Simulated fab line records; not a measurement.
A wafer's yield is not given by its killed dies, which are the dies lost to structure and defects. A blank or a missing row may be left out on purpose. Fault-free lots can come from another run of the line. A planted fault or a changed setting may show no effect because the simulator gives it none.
fab line records + flow n5_finfet
record
- lots=6
- wafers=18
- last_day=17
route steps=1938 shown BEOL_M8@1377 PASSIVATION@1936
lots with no fault: from the same line, run without faults
start_h: the number of hours between the record's first day and the start of the first shown wafer of the lot + wait_h: how many hours have passed since the lot's step before this one + " as in the row above + L1.1+2: several wafers, shown together as one row + - value missing, or start not given + * or withheld: withheld + < > ~ a bound
route shown NAME@n: a module of which the file shows steps, and the number in the route of the first + usual: average and standard deviation across the fault-free wafers + same: alike in all rows + chamber/n: place in a boat + sites: readings site by site + _std_site: their standard deviation + _edge_site: inner sites' mean taken away from outer sites' mean + radius_mm: how far each site lies from the wafer's centre + mask NAME#n: copy n + behind: the last tool/chamber to shape the wafer + hold: why the lot went on hold/how many hours it stayed there/how the hold came to an end + device: names the non-switching transistor (n, p or np) + end of line: the same wafers' tests at the end of the route + for a step that has no rows: nothing shown but its recipe + killed: not the wafer's yield, but the dies lost to structure and defects at the first sort + map: shows each die of a wafer: x if killed, . if not, _ if none is there
set.NAME: the run value of the setting; set.NAME@STEP: its run value at that earlier step + model.NAME: the simulator's own value behind a step, which no gauge read
a table for each step, a row for each wafer; lots at some steps of the route
services: a tool's chamber out of use, with start hour (start_h, from the record's first day; less than 0 if before it), hours out, and reason
## steps
# step N5_BEOL_M8_TRENCH_ETCH_37
# recipe
- chemistry=C4F6/O2
- target_depth_a=934.78
- target=SiCOH_lowk
- time_s=31.2
- ion_energy_ev=250
- pressure_mtorr=30
- source_w=345
- bias_w=185
- Ar_flow_sccm=300
- C4F6_flow_sccm=10
- O2_flow_sccm=10
# usual
- C4F6_flow_sccm=10.00/0.03
- drypump_motor_current_A=5.6/0.43
- oes_o_777_au=0.83/0.076
- oes_product_au=0.82/0.08
- rf_fwd_power_W=340.7/1.5
- rf_vpp_V=657/18
- showerhead_plenum_p_Torr=2.83/0.087
- throttle_valve_pct=20.79/0.19
| lot.wafer | tool        | chamber | start_h | wait_h | C4F6_flow_sccm | drypump_motor_current_A | oes_o_777_au | oes_product_au | rf_fwd_power_W | rf_hours_counter_h | rf_vpp_V | showerhead_plenum_p_Torr | throttle_valve_pct |
|-----------|-------------|---------|---------|--------|----------------|-------------------------|--------------|----------------|----------------|--------------------|----------|--------------------------|--------------------|
| L907.2    | rie_diel-06 | 1       | -       | -      | 10.03          | 6.4                     | 0.95         | 0.89           | 338.7          | 33                 | 640      | 2.99                     | 20.66              |
| L907.5    | "           | 0       | "       | "      | 9.99           | 5.2                     | 0.72         | 0.70           | 341.9          | -                  | 644      | 2.94                     | 20.72              |
| L907.6    | "           | 3       | "       | "      | 10.01          | 5.1                     | 0.85         | 0.86           | 339.3          | -                  | 641      | 2.77                     | 20.89              |
| L909.1    | rie_diel-01 | 2       | -       | -      | 10.05          | 5.6                     | 0.84         | 0.82           | 338.4          | 77                 | 641      | 2.75                     | 20.70              |
| L909.2    | "           | 3       | "       | "      | 10.01          | 6.1                     | 0.98         | 0.97           | 342.7          | 4                  | 674      | 2.76                     | 20.29              |
| L909.3    | "           | 0       | "       | "      | 10.00          | 5.2                     | 0.81         | 0.79           | 342.2          | 97                 | 680      | 2.97                     | 20.82              |
| L911.4    | rie_diel-04 | 0       | -       | -      | 9.98           | 5.9                     | 0.78         | 0.78           | 337.9          | 146                | 648      | 2.76                     | 20.79              |
| L911.5    | "           | 3       | "       | "      | 9.96           | 5.2                     | 0.79         | 0.80           | 342.1          | -                  | 643      | 2.76                     | 21.10              |
| L911.6    | "           | 2       | "       | "      | 10.03          | 6.0                     | 0.72         | 0.68           | 341.4          | -                  | 655      | 2.80                     | 20.60              |
| L912.1    | rie_diel-01 | 2       | -       | -      | 10.05          | 5.6                     | 0.83         | 0.82           | 336.7          | 84                 | 639      | 2.75                     | 20.69              |
| L912.3    | "           | 3       | "       | "      | 9.97           | 6.2                     | 0.96         | 0.96           | 342.8          | 11                 | 673      | 2.75                     | 20.31              |
| L912.6    | "           | 1       | "       | "      | 9.97           | 5.3                     | 0.97         | 0.96           | 341.4          | -                  | 676      | 2.79                     | 20.90              |
| L922.2    | rie_diel-04 | 3       | -       | -      | 10.04          | 5.1                     | 0.77         | 0.78           | 340.9          | 131                | 642      | 2.75                     | 21.13              |
| L922.4    | "           | 2       | "       | "      | 9.98           | 6.0                     | 0.71         | 0.66           | 341.1          | 234                | 654      | 2.79                     | 20.64              |
| L922.5    | "           | 3       | "       | "      | 10.05          | 5.1                     | 0.78         | 0.77           | 342.3          | -                  | 643      | 2.75                     | 21.14              |
| L926.1    | rie_diel-01 | 1       | -       | -      | 10.05          | 5.3                     | 0.88         | 0.88           | 341.0          | 29                 | 675      | 2.78                     | 20.93              |
| L926.3    | "           | 3       | "       | "      | 10.01          | 6.2                     | 0.90         | 0.89           | 340.1          | 38                 | 673      | 2.74                     | 20.35              |
| L926.4    | "           | 2       | "       | "      | 9.94           | 5.6                     | 0.81         | 0.80           | 339.2          | 112                | 639      | 2.74                     | 20.73              |
# step N5_BEOL_M8_ETCH_41
# recipe
- chemistry=CH3F/O2
- target=SiCN
- target_depth_a=319
- taper_deg=2
- time_s=57.8
- ion_energy_ev=120
- mask_material=TiN
- pressure_mtorr=30
- source_w=395
- bias_w=75
- Ar_flow_sccm=150
- CH3F_flow_sccm=30
- O2_flow_sccm=20
# usual
- drypump_motor_current_A=5.6/0.43
- oes_product_au=0.82/0.082
- rf_fwd_power_W=391.5/1.4
- rf_vpp_V=297.3/1.5
- showerhead_plenum_p_Torr=1.99/0.064
- throttle_valve_pct=16.20/0.16
| lot.wafer | tool        | chamber | start_h | wait_h | drypump_motor_current_A | oes_product_au | rf_fwd_power_W | rf_hours_counter_h | rf_vpp_V | showerhead_plenum_p_Torr | throttle_valve_pct |
|-----------|-------------|---------|---------|--------|-------------------------|----------------|----------------|--------------------|----------|--------------------------|--------------------|
| L907.2    | rie_diel-06 | 1       | -       | -      | 6.4                     | 0.89           | 392.2          | 33                 | 299.0    | 2.11                     | 16.07              |
| L907.5    | "           | 0       | "       | "      | 5.2                     | 0.70           | 390.8          | -                  | 296.9    | 2.07                     | 16.19              |
| L907.6    | "           | 3       | "       | "      | 5.0                     | 0.86           | 388.9          | -                  | 296.8    | 1.95                     | 16.29              |
| L909.1    | rie_diel-01 | 2       | -       | -      | 5.5                     | 0.83           | 391.5          | 77                 | 296.6    | 1.94                     | 16.11              |
| L909.2    | "           | 3       | "       | "      | 6.1                     | 0.99           | 393.7          | 4                  | 296.3    | 1.94                     | 15.78              |
| L909.3    | "           | 0       | "       | "      | 5.2                     | 0.80           | 392.0          | 97                 | 299.1    | 2.09                     | 16.22              |
| L911.4    | rie_diel-04 | 0       | -       | -      | 6.0                     | 0.77           | 390.9          | 146                | 296.0    | 1.93                     | 16.18              |
| L911.5    | "           | 3       | "       | "      | 5.1                     | 0.80           | 392.9          | -                  | 296.6    | 1.94                     | 16.43              |
| L911.6    | "           | 2       | "       | "      | 6.0                     | 0.69           | 394.7          | -                  | 297.3    | 1.97                     | 16.11              |
| L912.1    | rie_diel-01 | 2       | -       | -      | 5.6                     | 0.82           | 390.0          | 84                 | 296.5    | 1.93                     | 16.14              |
| L912.3    | "           | 3       | "       | "      | 6.1                     | 0.95           | 391.3          | 11                 | 297.1    | 1.93                     | 15.79              |
| L912.6    | "           | 1       | "       | "      | 5.3                     | 0.96           | 390.2          | -                  | 296.0    | 1.96                     | 16.21              |
| L922.2    | rie_diel-04 | 3       | -       | -      | 5.2                     | 0.78           | 395.7          | 132                | 295.7    | 1.93                     | 16.48              |
| L922.4    | "           | 2       | "       | "      | 6.0                     | 0.67           | 392.2          | 234                | 295.9    | 1.96                     | 16.14              |
| L922.5    | "           | 3       | "       | "      | 5.2                     | 0.77           | 394.4          | -                  | 295.0    | 1.93                     | 16.48              |
| L926.1    | rie_diel-01 | 1       | -       | -      | 5.3                     | 0.89           | 389.5          | 29                 | 296.4    | 1.95                     | 16.25              |
| L926.3    | "           | 3       | "       | "      | 6.1                     | 0.90           | 394.0          | 38                 | 295.9    | 1.93                     | 15.82              |
| L926.4    | "           | 2       | "       | "      | 5.6                     | 0.79           | 390.1          | 112                | 296.9    | 1.92                     | 16.18              |
# step N5_BEOL_M8_STRIP_80
# recipe
- chemistry=N2/H2
- time_s=10
- power_w=450
- temp_c=40
- pressure_mtorr=20
- rf_frequency_hz=6e+07
- bias_power_w=7
- n2_flow_sccm=200
- h2_flow_sccm=200
# usual
- drypump_motor_current_A=5.6/0.44
- oes_product_au=0.82/0.078
- rf_vpp_V=59.1/0.88
- showerhead_plenum_p_Torr=2.53/0.085
- throttle_valve_pct=23.54/0.2
| lot.wafer | tool        | chamber | start_h | wait_h | drypump_motor_current_A | oes_product_au | rf_hours_counter_h | rf_vpp_V | showerhead_plenum_p_Torr | throttle_valve_pct |
|-----------|-------------|---------|---------|--------|-------------------------|----------------|--------------------|----------|--------------------------|--------------------|
| L907.2    | rie_diel-06 | 1       | -       | -      | 6.3                     | 0.88           | 33                 | 58.3     | 2.71                     | 23.39              |
| L907.5    | "           | 0       | "       | "      | 5.2                     | 0.71           | -                  | 59.9     | 2.61                     | 23.22              |
| L907.6    | "           | 3       | "       | "      | 5.1                     | 0.89           | -                  | 58.3     | 2.47                     | 23.63              |
| L909.1    | rie_diel-01 | 2       | -       | -      | 5.6                     | 0.83           | 77                 | 59.4     | 2.45                     | 23.21              |
| L909.2    | "           | 3       | "       | "      | 6.1                     | 0.97           | 4                  | 60.6     | 2.51                     | 23.65              |
| L909.3    | "           | 0       | "       | "      | 5.2                     | 0.80           | 97                 | 57.8     | 2.67                     | 23.69              |
| L911.4    | rie_diel-04 | 0       | -       | -      | 5.9                     | 0.76           | 146                | 58.6     | 2.44                     | 23.49              |
| L911.5    | "           | 3       | "       | "      | 5.2                     | 0.80           | -                  | 59.1     | 2.45                     | 23.65              |
| L911.6    | "           | 2       | "       | "      | 6.0                     | 0.69           | -                  | 58.6     | 2.51                     | 23.36              |
| L912.1    | rie_diel-01 | 2       | -       | -      | 5.6                     | 0.82           | 84                 | 59.4     | 2.45                     | 23.22              |
| L912.3    | "           | 3       | "       | "      | 6.1                     | 0.95           | 11                 | 59.8     | 2.50                     | 23.67              |
| L912.6    | "           | 1       | "       | "      | 5.4                     | 0.95           | -                  | 58.8     | 2.48                     | 23.64              |
| L922.2    | rie_diel-04 | 3       | -       | -      | 5.1                     | 0.77           | 132                | 58.7     | 2.44                     | 23.67              |
| L922.4    | "           | 2       | "       | "      | 6.0                     | 0.67           | 234                | 58.7     | 2.51                     | 23.38              |
| L922.5    | "           | 3       | "       | "      | 5.2                     | 0.78           | -                  | 58.6     | 2.44                     | 23.65              |
| L926.1    | rie_diel-01 | 1       | -       | -      | 5.3                     | 0.89           | 29                 | 58.2     | 2.47                     | 23.64              |
| L926.3    | "           | 3       | "       | "      | 6.2                     | 0.89           | 38                 | 58.3     | 2.49                     | 23.69              |
| L926.4    | "           | 2       | "       | "      | 5.6                     | 0.81           | 112                | 59.0     | 2.44                     | 23.25              |
# step N5_BEOL_M8_OCD_MEAS_38
# usual
- trench_depth_nm=93.9/2.3
| lot.wafer | tool   | chamber | start_h | wait_h | trench_depth_nm |
|-----------|--------|---------|---------|--------|-----------------|
| L907.2    | ocd-01 | -       | 200.37  | -      | 95.8            |
| L907.5    | "      | -       | "       | "      | 92.7            |
| L907.6    | "      | -       | "       | "      | 93.7            |
| L909.1    | ocd-01 | -       | 234.60  | -      | 91.8            |
| L909.2    | "      | -       | "       | "      | 94.5            |
| L909.3    | "      | -       | "       | "      | 92.4            |
| L911.4    | ocd-01 | -       | 245.16  | -      | 94.0            |
| L911.5    | "      | -       | "       | "      | 93.1            |
| L911.6    | "      | -       | "       | "      | 90.9            |
| L912.1    | ocd-02 | -       | 254.22  | -      | 92.1            |
| L912.3    | "      | -       | "       | "      | 95.5            |
| L912.6    | "      | -       | "       | "      | 94.1            |
| L922.2    | ocd-01 | -       | 309.65  | -      | 91.2            |
| L922.4    | "      | -       | "       | "      | 89.1            |
| L922.5    | "      | -       | "       | "      | 91.4            |
| L926.1    | ocd-02 | -       | 330.21  | -      | 94.5            |
| L926.3    | "      | -       | "       | "      | 94.7            |
| L926.4    | "      | -       | "       | "      | 93.5            |
# step N5_BEOL_M8_HM_STRIP_39
# recipe
- chemistry=peroxide_tin_strip
- material=TiN
- target_depth_a=250
- temp_c=50
- time_s=158
# step N5_BEOL_M8_SRD_40
# recipe
- time_s=30
- temp_c=23
- rinse_liquid=diw
- dry=ipa_marangoni
# step N5_BEOL_M8_PRECLEAN_42
# recipe
- chemistry=residue_remover
- time_s=60
- temp_c=40
# step N5_BEOL_M8_SRD_43
# recipe
- time_s=30
- temp_c=23
- rinse_liquid=diw
- dry=ipa_marangoni
# step N5_BEOL_M8_CD_MEAS_35
# recipe
- target_cd_nm=40
- polarity=opening
# usual
- cd_nm=39.9/0.74
| lot.wafer | tool      | chamber | start_h | wait_h | cd_nm |
|-----------|-----------|---------|---------|--------|-------|
| L907.2    | cd_sem-01 | -       | 200.53  | 0.0    | 38.7  |
| L907.5    | "         | -       | "       | "      | 40.0  |
| L907.6    | "         | -       | "       | "      | 39.2  |
| L909.1    | cd_sem-01 | -       | 234.75  | 0.0    | 38.7  |
| L909.2    | "         | -       | "       | "      | 39.9  |
| L909.3    | "         | -       | "       | "      | 40.7  |
| L911.4    | cd_sem-01 | -       | 245.32  | 0.0    | 40.7  |
| L911.5    | "         | -       | "       | "      | 41.0  |
| L911.6    | "         | -       | "       | "      | 40.6  |
| L912.1    | cd_sem-02 | -       | 254.38  | 0.0    | 39.3  |
| L912.3    | "         | -       | "       | "      | 39.2  |
| L912.6    | "         | -       | "       | "      | 41.5  |
| L922.2    | cd_sem-02 | -       | 309.81  | 0.0    | 39.0  |
| L922.4    | "         | -       | "       | "      | 39.6  |
| L922.5    | "         | -       | "       | "      | 39.8  |
| L926.1    | cd_sem-01 | -       | 330.37  | 0.0    | 39.3  |
| L926.3    | "         | -       | "       | "      | 38.8  |
| L926.4    | "         | -       | "       | "      | 39.6  |
# step N5_BEOL_M8_CURE_75
# recipe
- temp_c=370
- time_s=120
- ambient=DMADMS/He
- material=SiCOH_lowk
# step N5_BEOL_M8_DEGAS_44
# recipe
- ambient=vacuum
- temp_c=250
- time_s=60
# usual
- heater_power_w=331/24
| lot.wafer | tool           | chamber | start_h | wait_h | heater_power_w |
|-----------|----------------|---------|---------|--------|----------------|
| L907.2    | pvd_sputter-03 | -       | 203.13  | 1.8    | 329            |
| L907.5    | "              | -       | "       | "      | 375            |
| L907.6    | "              | -       | "       | "      | 329            |
| L909.1    | pvd_sputter-03 | -       | 235.25  | 0.3    | 382            |
| L909.2    | "              | -       | "       | "      | 310            |
| L909.3    | "              | -       | "       | "      | 310            |
| L911.4    | pvd_sputter-02 | -       | 245.72  | 0.2    | 349            |
| L911.5    | "              | -       | "       | "      | 317            |
| L911.6    | "              | -       | "       | "      | 316            |
| L912.1    | pvd_sputter-02 | -       | 255.16  | 0.7    | 333            |
| L912.3    | "              | -       | "       | "      | 342            |
| L912.6    | "              | -       | "       | "      | 341            |
| L922.2    | pvd_sputter-02 | -       | 310.44  | 0.5    | 352            |
| L922.4    | "              | -       | "       | "      | 318            |
| L922.5    | "              | -       | "       | "      | 320            |
| L926.1    | pvd_sputter-03 | -       | 330.75  | 0.3    | 371            |
| L926.3    | "              | -       | "       | "      | 330            |
| L926.4    | "              | -       | "       | "      | 305            |
# step N5_BEOL_M8_PRE_CLEAN_45
# recipe
- gas=H2/He
- time_s=30
- temp_c=250
# step N5_BEOL_M8_ALD_77
# recipe
- material=TaN
- target_thk_a=20
- temp_c=275
- ald_precursor_family=PDMAT
- ald_co_reactant=NH3
- pressure_torr=3
- carrier_flow_sccm=1500
- pulse_time_s=2
- purge_time_s=3
- co_reactant_purge_time_s=2
- co_reactant_pulse_time_s=3
- ald_cycles=40
- precursor_vessel_temp_c=75
- precursor_vessel_pressure_torr=26.25
- precursor_vessel_carrier_sccm=1000
# usual
- heater_power_w=427/34
- susceptor_temp_C=275.01/0.18
# same
- co_reactant_purge_time_s=2
| lot.wafer | tool         | chamber | start_h | wait_h | heater_power_w | susceptor_temp_C |
|-----------|--------------|---------|---------|--------|----------------|------------------|
| L907.2    | ald_metal-02 | 2       | 203.23  | 0.0    | 328            | 275.14           |
| L907.5    | "            | 0       | "       | "      | 360            | 275.26           |
| L907.6    | "            | 1       | "       | "      | 365            | 275.29           |
| L909.1    | ald_metal-04 | 1       | 235.58  | 0.3    | 422            | 274.79           |
| L909.2    | "            | 3       | "       | "      | 417            | 275.02           |
| L909.3    | "            | 0       | "       | "      | 395            | 275.03           |
| L911.4    | ald_metal-04 | 1       | 245.82  | 0.0    | 434            | 274.63           |
| L911.5    | "            | 2       | "       | "      | 450            | 274.88           |
| L911.6    | "            | 1       | "       | "      | 436            | 274.64           |
| L912.1    | ald_metal-01 | 3       | 255.36  | 0.1    | 479            | 274.85           |
| L912.3    | "            | 1       | "       | "      | 407            | 274.96           |
| L912.6    | "            | 3       | "       | "      | 475            | 275.06           |
| L922.2    | ald_metal-01 | 3       | 310.56  | 0.1    | 467            | 274.87           |
| L922.4    | "            | 2       | "       | "      | 392            | 261.58           |
| L922.5    | "            | 2       | "       | "      | 388            | 261.56           |
| L926.1    | ald_metal-01 | 2       | 330.90  | 0.1    | 391            | 261.69           |
| L926.3    | "            | 0       | "       | "      | 454            | 274.93           |
| L926.4    | "            | 3       | "       | "      | 461            | 275.08           |
# step N5_BEOL_M8_SURFACE_TREAT_79
# recipe
- gas=Ar
- time_s=*
- ion_energy_ev=*
- ion_current_ma_cm2=0.5
- pressure_mtorr=*
- ar_flow_sccm=30
# usual
- pressure_mtorr=*
- throttle_valve_pct=*
| lot.wafer | tool           | chamber | start_h | wait_h | pressure_mtorr | throttle_valve_pct |
|-----------|----------------|---------|---------|--------|----------------|--------------------|
| L907.2    | pvd_sputter-01 | -       | 203.56  | 0.2    | *              | *                  |
| L907.5    | "              | -       | "       | "      | *              | *                  |
| L907.6    | "              | -       | "       | "      | *              | *                  |
| L909.1    | pvd_sputter-01 | -       | 236.94  | 1.2    | *              | *                  |
| L909.2    | "              | -       | "       | "      | *              | *                  |
| L909.3    | "              | -       | "       | "      | *              | *                  |
| L911.4    | pvd_sputter-02 | -       | 246.12  | 0.2    | *              | *                  |
| L911.5    | "              | -       | "       | "      | *              | *                  |
| L911.6    | "              | -       | "       | "      | *              | *                  |
| L912.1    | pvd_sputter-02 | -       | 256.14  | 0.6    | *              | *                  |
| L912.3    | "              | -       | "       | "      | *              | *                  |
| L912.6    | "              | -       | "       | "      | *              | *                  |
| L922.2    | pvd_sputter-02 | -       | 310.88  | 0.2    | *              | *                  |
| L922.4    | "              | -       | "       | "      | *              | *                  |
| L922.5    | "              | -       | "       | "      | *              | *                  |
| L926.1    | pvd_sputter-01 | -       | 332.14  | 1.1    | *              | *                  |
| L926.3    | "              | -       | "       | "      | *              | *                  |
| L926.4    | "              | -       | "       | "      | *              | *                  |
# step N5_PASSIVATION_PROBE_49
# usual
- defect_limited_yield=91.1/1.4
- killed_at_M0_to_M3=34/9.7
- killed_at_M4_up=13/5.1
- killed_at_contacts=14/6.3
- killed_at_front_end=40/11
- killed_at_other=3.5/2.7
- killed_dies=105/16
- killed_open=70/12
- killed_short=34/7.8
- sort_bin_4_leakage=0.02/0.13
- sort_bin_5_function=5.2/0.88
- sort_bin_6_memory=3.3/0.7
- sort_n_pass=1074/17
- sort_yield_pct=91.0/1.5
# same
- gross_dies=1180
- killed_at_back_side=0
- sort_bin_8_speed[%]=0
| lot.wafer | tool      | chamber | start_h | wait_h | defect_limited_yield[%] | killed_at_M0_to_M3 | killed_at_M4_up | killed_at_contacts | killed_at_front_end | killed_at_other | killed_dies | killed_open | killed_short | sort_bin_4_leakage[%] | sort_bin_5_function[%] | sort_bin_6_memory[%] | sort_n_pass | sort_yield_pct[%] |
|-----------|-----------|---------|---------|--------|-------------------------|--------------------|-----------------|--------------------|---------------------|-----------------|-------------|-------------|--------------|-----------------------|------------------------|----------------------|-------------|-------------------|
| L907.2    | prober-01 | -       | 271.71  | 0.1    | 88.9                    | 44                 | 25              | 19                 | 40                  | 3               | 131         | 91          | 40           | 0                     | 6.9                    | 3.8                  | 1049        | 88.9              |
| L907.5    | prober-01 | -       | 271.86  | 0.2    | 91.9                    | 30                 | 9               | 18                 | 37                  | 2               | 96          | 63          | 33           | 0                     | 5.1                    | 2.7                  | 1084        | 91.9              |
| L907.6    | prober-01 | -       | 271.91  | 0.3    | 92.9                    | 31                 | 17              | 16                 | 20                  | 0               | 84          | 63          | 18           | 0                     | 4.6                    | 2.5                  | 1096        | 92.9              |
| L911.4    | prober-01 | -       | 307.80  | 0.2    | 91.5                    | 26                 | 16              | 25                 | 31                  | 2               | 100         | 69          | 30           | 0                     | 5.0                    | 3.1                  | 1080        | 91.5              |
| L911.5    | prober-01 | -       | 307.85  | 0.2    | 91.8                    | 24                 | 14              | 15                 | 40                  | 4               | 97          | 62          | 32           | 0                     | 5.1                    | 3.0                  | 1083        | 91.8              |
| L911.6    | prober-01 | -       | 307.90  | 0.3    | 92.4                    | 17                 | 18              | 13                 | 39                  | 3               | 90          | 62          | 27           | 0                     | 3.6                    | 3.7                  | 1090        | 92.4              |
| L912.1    | prober-01 | -       | 320.87  | 0.0    | 91.9                    | 40                 | 10              | 9                  | 29                  | 8               | 96          | 59          | 34           | 0                     | 4.6                    | 3.1                  | 1084        | 91.9              |
| L912.3    | prober-01 | -       | 320.97  | 0.1    | 91.7                    | 33                 | 10              | 16                 | 37                  | 2               | 98          | 69          | 28           | 0                     | 5.1                    | 3.0                  | 1082        | 91.7              |
| L912.6    | prober-01 | -       | 321.12  | 0.3    | 91.9                    | 30                 | 19              | 11                 | 31                  | 4               | 95          | 62          | 32           | 0                     | 5.0                    | 2.7                  | 1085        | 91.9              |
| L922.4    | prober-02 | -       | 378.03  | 0.2    | 87.5                    | 68                 | 10              | 14                 | 54                  | 2               | 148         | 107         | 41           | 0                     | 7.8                    | 4.3                  | 1032        | 87.5              |
# killed by level:class
L907.2 MOL_CONTACT_COAG:geometric_particle:open=18 BEOL_M0_SAQP:geometric_particle:open=12 BEOL_M0_SAQP:geometric_particle:short=9 DUMMY_GATE:geometric_particle:open=8 BEOL_M1:geometric_particle:open=8 BEOL_M4:geometric_particle:open=8 FIN_SAQP:geometric_particle:open=7 FIN_SAQP:geometric_particle:short=7
L907.5 MOL_CONTACT_COAG:geometric_particle:open=15 STI_FIN_REVEAL:geometric_particle:open=11 BEOL_M0_SAQP:geometric_particle:short=9 FIN_SAQP:geometric_particle:short=8 BEOL_M3:geometric_particle:open=7 BEOL_M1:geometric_particle:open=5 DUMMY_GATE:geometric_particle:open=4 BEOL_M0:geometric_particle:open=4
L907.6 MOL_CONTACT_COAG:geometric_particle:open=13 BEOL_M1:geometric_particle:open=9 BEOL_M0_SAQP:geometric_particle:open=8 DUMMY_GATE:geometric_particle:open=7 BEOL_M3:geometric_particle:open=5 BEOL_M0_SAQP:geometric_particle:short=4 BEOL_M5:geometric_particle:open=4 STI_FIN_REVEAL:geometric_particle:open=3
L911.4 MOL_CONTACT_COAG:geometric_particle:open=19 FIN_SAQP:geometric_particle:open=13 BEOL_M4:geometric_particle:open=11 BEOL_M0_SAQP:geometric_particle:open=7 MOL_CONTACT_COAG:geometric_particle:short=6 FIN_SAQP:geometric_particle:short=4 BEOL_M0_SAQP:geometric_particle:short=4 BEOL_M3:geometric_particle:open=4
L911.5 MOL_CONTACT_COAG:geometric_particle:open=10 STI_FIN_REVEAL:geometric_particle:open=9 BEOL_M4:geometric_particle:open=9 BEOL_M2:geometric_particle:open=8 STARTING-WAFER:geometric_particle:open=6 FIN_SAQP:geometric_particle:short=5 GATE_CUT:geometric_particle:short=5 MOL_CONTACT_COAG:geometric_particle:short=5
L911.6 MOL_CONTACT_COAG:geometric_particle:open=13 BEOL_M4:geometric_particle:open=12 FIN_SAQP:geometric_particle:open=9 FIN_SAQP:geometric_particle:short=8 GATE_CUT:geometric_particle:short=6 BEOL_M0_SAQP:geometric_particle:short=6 BEOL_M3:geometric_particle:open=6 STI_FIN_REVEAL:geometric_particle:open=5
L912.1 BEOL_M2:geometric_particle:open=8 MOL_CONTACT_COAG:geometric_particle:open=8 FIN_SAQP:geometric_particle:short=7 BEOL_M0_SAQP:geometric_particle:short=7 BEOL_M1:geometric_particle:open=7 BEOL_M0_SAQP:geometric_particle:open=6 STI_FIN_REVEAL:geometric_particle:open=5 STARTING-WAFER:geometric_particle:open=4
L912.3 MOL_CONTACT_COAG:geometric_particle:open=15 STI_FIN_REVEAL:geometric_particle:open=8 BEOL_M3:geometric_particle:open=8 FIN_SAQP:geometric_particle:short=6 BEOL_M2:geometric_particle:open=6 BEOL_M0_SAQP:geometric_particle:open=5 DUMMY_GATE:geometric_particle:open=4 GATE_CUT:geometric_particle:short=4
L912.6 MOL_CONTACT_COAG:geometric_particle:open=10 BEOL_M1:geometric_particle:open=7 FIN_SAQP:geometric_particle:short=6 STI_FIN_REVEAL:geometric_particle:open=6 BEOL_M4:geometric_particle:open=6 BEOL_M2:geometric_particle:open=5 BEOL_M5:geometric_particle:open=5 DUMMY_GATE:geometric_particle:open=4
L922.4 STI_FIN_REVEAL:geometric_particle:open=29 BEOL_M0_SAQP:geometric_particle:open=22 BEOL_M0_SAQP:geometric_particle:short=15 BEOL_M3:geometric_particle:open=14 MOL_CONTACT_COAG:geometric_particle:open=11 BEOL_M2:geometric_particle:open=6 FIN_SAQP:geometric_particle:short=5 FIN_SAQP:geometric_particle:open=5
## services
| tool         | chamber | start_h | hours | kind                          |
|--------------|---------|---------|-------|-------------------------------|
| ald_metal-01 | -       | 182.76  | 8.7   | pm                            |
| rie_diel-04  | 3       | 185.80  | 9.3   | repair                        |
| ald_metal-04 | 1       | 188.14  | 11.8  | repair                        |
| rie_diel-04  | 1       | 195.45  | -     | clean                         |
| rie_diel-04  | 1       | 195.45  | -     | consumable_replace:focus_ring |
| rie_diel-04  | 1       | 195.45  | 17.4  | scheduled_down                |
| rie_diel-04  | 1       | 195.45  | 17.4  | vent_cycle                    |
| rie_diel-01  | 3       | 205.59  | -     | clean                         |
| rie_diel-01  | 3       | 205.59  | -     | consumable_replace:focus_ring |
| rie_diel-01  | 3       | 205.59  | 19.6  | scheduled_down                |
| rie_diel-01  | 3       | 205.59  | 19.6  | vent_cycle                    |
| ald_metal-02 | 2       | 208.62  | 5.0   | repair                        |
| rie_diel-06  | -       | 221.57  | 2.8   | pm                            |
| rie_diel-01  | 1       | 225.32  | -     | clean                         |
| rie_diel-01  | 1       | 225.32  | -     | consumable_replace:focus_ring |
| rie_diel-01  | 1       | 225.32  | 22.4  | scheduled_down                |
| rie_diel-01  | 1       | 225.32  | 22.4  | vent_cycle                    |
| rie_diel-06  | -       | 256.88  | 0.1   | repair                        |
| ald_metal-02 | -       | 264.15  | 0.7   | repair                        |
| ald_metal-02 | 1       | 283.70  | 4.5   | repair                        |
| rie_diel-01  | -       | 284.58  | 0.4   | repair                        |
| ald_metal-01 | 3       | 300.01  | 5.0   | repair                        |
| rie_diel-06  | 0       | 311.12  | -     | clean                         |
| rie_diel-06  | 0       | 311.12  | -     | consumable_replace:esc        |
## key
first_sign
- step=N5_BEOL_M8_ALD_77
- reading=susceptor_temp_C
- direction=down
- sigmas=74
- usual=*
- struck=*
effect none on later readings
met_at N5_BEOL_M8_ALD_77
struck_wafers L922.4,L922.5,L926.1
fault
- kind=process_parameter_drift
- tool=ald_metal-01
- chamber=2
- onset_h=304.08
- steps=N5_BEOL_M8_ALD_77
- channel=temp_c
- offset=*
- shape=step
- end_h=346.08
- acts_in=*
- stated=*
